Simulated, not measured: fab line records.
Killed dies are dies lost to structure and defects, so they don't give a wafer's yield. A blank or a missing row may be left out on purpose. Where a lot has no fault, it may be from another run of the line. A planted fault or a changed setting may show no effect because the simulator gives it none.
Problem report, 8D (eight disciplines) form, completed by code	flow n5-finfet	the parts of the form that need people (team, actions taken, sign-off) are left out

## 1. PROBLEM STATEMENT
run-length-s at N5_BEOL_M5_ETCH_68 reads a mean of 130.4 s on 2 wafers of 2 lots; wafers without a fault read 143.2 s with a standard deviation of 0.43. That puts it -30 standard deviations away from the usual mean.
The step: etches SOC in N2/H2, target depth 80 nm, overetch 16 nm, time 120 s.
The first sign was on wafer L482.3 at day 13 13:46, on rie-diel-05. The record holds 28 wafers of 10 lots with a number at this step. Rule for "out", or "out of limits": more than 4 standard deviations from the usual mean. The rest of the wafers with a number are treated as sound.

## 2. WHAT IT IS; WHAT IT IS NOT
question	is	is not
which readings at this step	run-length-s	drypump-motor-current-A, n2-flow-sccm, rf-vpp-V, showerhead-plenum-p-Torr
which lots	L481, L482	L462, L463, L467, L469, L470, L471, L476, L483
which wafers of those lots	L481.3, L482.3	L481.5, L482.4
read on which tools	rie-diel-05	rie-diel-01, rie-diel-06
when	from day 13 13:46	up to then (22 sound wafers); but 4 sound wafers of L481, L483 came after

## 3. THE SUSPECTS, EACH WITH WHAT RULES IT OUT
Counting: a tool at a process step up to the reading stays a suspect if it ran every lot that is out. Sound lots after the first of them don't rule it out here, since some wafers of a struck lot are sound.
- rie-diel-05 at N5_BEOL_M5_STRIP_19 (strips in O2): kept. Ran every lot that is out, first one L482 (day 13 12:52); last sound lot up to then L471 (day 11 00:20).
- rie-diel-05 at N5_BEOL_M5_ETCH_68 (etches SOC in N2/H2, target depth 80 nm, overetch 16 nm, time 120 s): kept. Ran every lot that is out, first one L482 (day 13 13:46); last sound lot up to then L470 (day 10 19:20). Out on those wafers are its own readings of run-length-s.
- Within rie-diel-05 at N5_BEOL_M5_STRIP_19: the wafers that are out ran in chambers 1, 2; their sound lot-mates ran in chamber 0.
Remaining after the count are rie-diel-05 at N5_BEOL_M5_STRIP_19 and rie-diel-05 at N5_BEOL_M5_ETCH_68.

## 4. THE CAUSE (what the simulator had put in)
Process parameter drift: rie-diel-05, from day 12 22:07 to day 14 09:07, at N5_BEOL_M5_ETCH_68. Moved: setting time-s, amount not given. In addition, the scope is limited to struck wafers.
Counting left 2 suspects, and this tool is among them.

## 5. THE CHAIN OF EFFECTS, in route order
Each row: a reading where the mean over the struck wafers with a number is more than 3 standard deviations away from the usual. Only readings for which the record gives a usual standard deviation are gone through. hours: the time from each lot's start at the first step in this table that gives one to its start at this step, as a median over the lots. sigmas: the change in usual standard deviations.
hours	step	reading	usual	on struck wafers	change	sigmas
0	N5_BEOL_M5_ETCH_68	run-length-s	143.2 s	130.4	-12.8	-30
Its process steps:
- N5_BEOL_M5_ETCH_68: etches SOC in N2/H2, target depth 80 nm, overetch 16 nm, time 120 s.

## 6. WHAT WOULD HAVE CAUGHT IT SOONER
In this record no reading fell out of limits until day 13 13:46, 16 hours after the fault had begun at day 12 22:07.
